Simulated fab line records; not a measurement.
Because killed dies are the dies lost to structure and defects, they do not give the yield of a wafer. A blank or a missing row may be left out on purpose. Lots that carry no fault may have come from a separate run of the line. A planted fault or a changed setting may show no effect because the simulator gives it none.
fab line records -- flow n5_finfet
record: lots: 13, wafers: 37, last_day: 17
route steps=1938 shown BEOL_M8@1400 BEOL_M9@1407
lots with no fault: from the same line, run without faults
start_h: start of the lot's first displayed wafer, in hours after the record's first day -- wait_h: hours elapsed since this lot's preceding step -- " as in the row above -- L1.1+2: several wafers, shown together as one row -- - no value present, or no start provided -- * or withheld: withheld -- < > ~ a bound
route shown NAME@n: names a module that has steps shown in the file, with the first one's number in the route -- usual: mean/standard deviation of fault-free wafers -- same: alike in all rows -- chamber/n: place in a boat -- sites: each site's reading -- _std_site: standard deviation across them -- _edge_site: outer sites' mean less inner sites' -- radius_mm: for every site, how far away it sits from the centre of the wafer -- mask NAME#n: copy n -- behind: the most recent tool/chamber to have shaped the wafer -- hold: the reason the lot was held/the length of the hold in hours/how it ended -- device: which transistor (n, p or np) failed to switch -- end of line: at the end of the route, the tests of the same wafers -- a step given without rows: its recipe and nothing more -- killed: at the first sort, the dies lost to defects and structure; wafer yield is something else -- map: the dies of a wafer, with x for killed, . for not killed, _ for no die there
set.NAME: the run value of the setting; set.NAME@STEP: its run value at that earlier step -- model.NAME: the simulator's own value behind a step, which no gauge read
one table for each step of the route and one row for each wafer, over a sample of lots
services: a tool's chamber out of use, with start hour (start_h, from the record's first day; less than 0 if before it), hours out, and reason
== steps ==
step: N5_BEOL_M8_INSPECT_58
recipe: inspect_instrument: darkfield, mode: post_dep
usual: raw_defect_count: 68/22
lot.wafer,tool,chamber,start_h,wait_h,raw_defect_count
L776.2,defect_inspect-02,-,191.95,0.0,82
L776.3,defect_inspect-02,-,191.95,0.0,72
L778.2,defect_inspect-01,-,196.24,0.0,47
L778.6,defect_inspect-01,-,196.24,0.0,59
L777.3,defect_inspect-02,-,196.56,0.0,37
L777.5,defect_inspect-02,-,196.56,0.0,61
L777.6,defect_inspect-02,-,196.56,0.0,46
L779.2,defect_inspect-01,-,216.76,0.0,54
L779.5,defect_inspect-01,-,216.76,0.0,40
L779.6,defect_inspect-01,-,216.76,0.0,33
L780.1,defect_inspect-01,-,226.14,0.0,63
L780.3,defect_inspect-01,-,226.14,0.0,64
L780.6,defect_inspect-01,-,226.14,0.0,108
L782.1,defect_inspect-01,-,227.01,0.0,71
L782.4,defect_inspect-01,-,227.01,0.0,57
L782.5,defect_inspect-01,-,227.01,0.0,29
L788.1,defect_inspect-02,-,267.76,0.0,95
L788.2,defect_inspect-02,-,267.76,0.0,100
L788.4,defect_inspect-02,-,267.76,0.0,112
L790.1,defect_inspect-02,-,280.65,0.0,45
L790.2,defect_inspect-02,-,280.65,0.0,80
L790.4,defect_inspect-02,-,280.65,0.0,56
L793.1,defect_inspect-01,-,288.95,0.0,44
L793.3,defect_inspect-01,-,288.95,0.0,99
L793.4,defect_inspect-01,-,288.95,0.0,66
L795.1,defect_inspect-02,-,302.29,0.1,65
L795.5,defect_inspect-02,-,302.29,0.1,85
L795.6,defect_inspect-02,-,302.29,0.1,75
L796.2,defect_inspect-02,-,305.34,0.0,43
L796.3,defect_inspect-02,-,305.34,0.0,71
L796.5,defect_inspect-02,-,305.34,0.0,67
L798.2,defect_inspect-02,-,330.23,0.0,30
L798.3,defect_inspect-02,-,330.23,0.0,87
L798.4,defect_inspect-02,-,330.23,0.0,51
L799.2,defect_inspect-01,-,340.05,0.0,50
L799.3,defect_inspect-01,-,340.05,0.0,50
L799.6,defect_inspect-01,-,340.05,0.0,69
step: N5_BEOL_M9_COAT_60
recipe: resist: SiARC, temp_c: 220, time_s: 60, spin_rpm: 1500, resist_thk_nm: 30
usual: spin_speed_rpm: 1500.0/1
lot.wafer,tool,chamber,start_h,wait_h,spin_speed_rpm
L776.2,litho_track-01,0,193.93,-,1498.6
L776.3,litho_track-01,0,193.93,-,1500.5
L778.2,litho_track-01,0,199.47,-,1499.8
L778.6,litho_track-01,0,199.47,-,1500.1
L777.3,litho_track-05,0,200.22,-,1501.4
L777.5,litho_track-05,0,200.22,-,1499.8
L777.6,litho_track-05,0,200.22,-,1498.8
L779.2,litho_track-01,0,218.18,-,1665.8
L779.5,litho_track-01,0,218.18,-,1666.9
L779.6,litho_track-01,0,218.18,-,1666.4
L780.1,litho_track-02,0,227.85,-,1501.0
L780.3,litho_track-02,0,227.85,-,1499.2
L780.6,litho_track-02,0,227.85,-,1500.1
L782.1,litho_track-01,0,228.05,-,1665.5
L782.4,litho_track-01,0,228.05,-,1666.5
L782.5,litho_track-01,0,228.05,-,1667.4
L788.1,litho_track-02,0,270.27,-,1498.8
L788.2,litho_track-02,0,270.27,-,1498.9
L788.4,litho_track-02,0,270.27,-,1498.7
L790.1,litho_track-01,0,282.75,-,1499.2
L790.2,litho_track-01,0,282.75,-,1498.5
L790.4,litho_track-01,0,282.75,-,1498.7
L793.1,litho_track-02,0,290.98,-,1499.1
L793.3,litho_track-02,0,290.98,-,1499.2
L793.4,litho_track-02,0,290.98,-,1499.1
L795.1,litho_track-01,0,303.60,-,1500.3
L795.5,litho_track-01,0,303.60,-,1499.9
L795.6,litho_track-01,0,303.60,-,1500.4
L796.2,litho_track-02,0,306.46,-,1500.5
L796.3,litho_track-02,0,306.46,-,1497.6
L796.5,litho_track-02,0,306.46,-,1498.7
L798.2,litho_track-01,0,331.88,-,1501.0
L798.3,litho_track-01,0,331.88,-,1500.0
L798.4,litho_track-01,0,331.88,-,1499.7
L799.2,litho_track-05,0,341.77,-,1496.2
L799.3,litho_track-05,0,341.77,-,1498.2
L799.6,litho_track-05,0,341.77,-,1499.2
step: N5_BEOL_M9_CD_MEAS_11
recipe: target_cd_nm: 64.1, landing_energy_ev: 500, detector: se_inlens, polarity: opening
usual: cd_nm: 64.1/0.58
lot.wafer,tool,chamber,start_h,wait_h,cd_nm
L776.2,cd_sem-03,0,194.17,-,63.8
L776.3,cd_sem-03,0,194.17,-,64.1
L778.2,cd_sem-01,0,199.83,-,63.9
L778.6,cd_sem-01,0,199.83,-,64.7
L777.3,cd_sem-02,0,200.47,-,64.2
L777.5,cd_sem-02,0,200.47,-,64.1
L777.6,cd_sem-02,0,200.47,-,63.4
L779.2,cd_sem-02,0,218.43,-,64.7
L779.5,cd_sem-02,0,218.43,-,65.0
L779.6,cd_sem-02,0,218.43,-,64.7
L780.1,cd_sem-01,0,228.09,-,63.8
L780.3,cd_sem-01,0,228.09,-,64.5
L780.6,cd_sem-01,0,228.09,-,63.4
L782.1,cd_sem-02,0,228.48,-,64.1
L782.4,cd_sem-02,0,228.48,-,63.4
L782.5,cd_sem-02,0,228.48,-,64.4
L788.1,cd_sem-01,0,270.51,-,64.5
L788.2,cd_sem-01,0,270.51,-,64.4
L788.4,cd_sem-01,0,270.51,-,64.1
L790.1,cd_sem-01,0,282.99,-,64.1
L790.2,cd_sem-01,0,282.99,-,63.3
L790.4,cd_sem-01,0,282.99,-,64.1
L793.1,cd_sem-02,0,291.35,-,63.8
L793.3,cd_sem-02,0,291.35,-,64.0
L793.4,cd_sem-02,0,291.35,-,63.7
L795.1,cd_sem-03,0,303.97,-,64.6
L795.5,cd_sem-03,0,303.97,-,64.3
L795.6,cd_sem-03,0,303.97,-,63.6
L796.2,cd_sem-02,0,306.83,-,64.8
L796.3,cd_sem-02,0,306.83,-,63.8
L796.5,cd_sem-02,0,306.83,-,63.8
L798.2,cd_sem-02,0,332.25,-,64.0
L798.3,cd_sem-02,0,332.25,-,64.8
L798.4,cd_sem-02,0,332.25,-,63.9
L799.2,cd_sem-03,0,342.02,-,64.7
L799.3,cd_sem-03,0,342.02,-,64.1
L799.6,cd_sem-03,0,342.02,-,64.5
step: N5_BEOL_M9_INSPECT_13
recipe: mode: adi, inspect_instrument: brightfield
usual: raw_defect_count: 399/100
lot.wafer,tool,chamber,start_h,wait_h,raw_defect_count
L776.2,defect_inspect-02,-,194.25,0.0,493
L776.3,defect_inspect-02,-,194.25,0.0,419
L778.2,defect_inspect-01,-,199.89,0.0,444
L778.6,defect_inspect-01,-,199.89,0.0,423
L777.3,defect_inspect-01,-,200.53,0.0,273
L777.5,defect_inspect-01,-,200.53,0.0,333
L777.6,defect_inspect-01,-,200.53,0.0,403
L779.2,defect_inspect-02,-,218.48,0.0,271
L779.5,defect_inspect-02,-,218.48,0.0,211
L779.6,defect_inspect-02,-,218.48,0.0,265
L780.1,defect_inspect-02,-,228.15,0.0,338
L780.3,defect_inspect-02,-,228.15,0.0,298
L780.6,defect_inspect-02,-,228.15,0.0,504
L782.1,defect_inspect-01,-,228.53,0.0,231
L782.4,defect_inspect-01,-,228.53,0.0,296
L782.5,defect_inspect-01,-,228.53,0.0,253
L788.1,defect_inspect-02,-,270.57,0.0,404
L788.2,defect_inspect-02,-,270.57,0.0,423
L788.4,defect_inspect-02,-,270.57,0.0,561
L790.1,defect_inspect-02,-,283.04,0.0,283
L790.2,defect_inspect-02,-,283.04,0.0,555
L790.4,defect_inspect-02,-,283.04,0.0,407
L793.1,defect_inspect-02,-,291.40,0.0,245
L793.3,defect_inspect-02,-,291.40,0.0,317
L793.4,defect_inspect-02,-,291.40,0.0,280
L795.1,defect_inspect-01,-,304.02,0.0,300
L795.5,defect_inspect-01,-,304.02,0.0,332
L795.6,defect_inspect-01,-,304.02,0.0,276
L796.2,defect_inspect-01,-,306.88,0.0,354
L796.3,defect_inspect-01,-,306.88,0.0,405
L796.5,defect_inspect-01,-,306.88,0.0,445
L798.2,defect_inspect-02,-,332.30,0.0,401
L798.3,defect_inspect-02,-,332.30,0.0,623
L798.4,defect_inspect-02,-,332.30,0.0,412
L799.2,defect_inspect-01,-,342.07,0.0,621
L799.3,defect_inspect-01,-,342.07,0.0,359
L799.6,defect_inspect-01,-,342.07,0.0,440
== services ==
tool,chamber,start_h,hours,kind
litho_track-05,-,174.79,-,consumable_replace:filter
litho_track-05,-,190.91,-,consumable_replace:filter
litho_track-05,-,239.93,-,consumable_replace:filter
== key ==
first_sign: step: N5_BEOL_M9_COAT_60, reading: spin_speed_rpm, direction: up, sigmas: 99+, usual: *, struck: *
effect none on later readings
met_at N5_BEOL_M9_COAT_60
struck_lots L779,L782
not_acting_at N5_BEOL_M8_INSPECT_58,N5_BEOL_M9_CD_MEAS_11,N5_BEOL_M9_INSPECT_13
onset_between 199.47 218.18
fault: kind: process_parameter_drift, tool: litho_track-01, chamber: -, onset_h: 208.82, steps: N5_BEOL_M9_COAT_60, channel: spin_rpm, offset: *, shape: step, end_h: 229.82, acts_in: *, stated: *
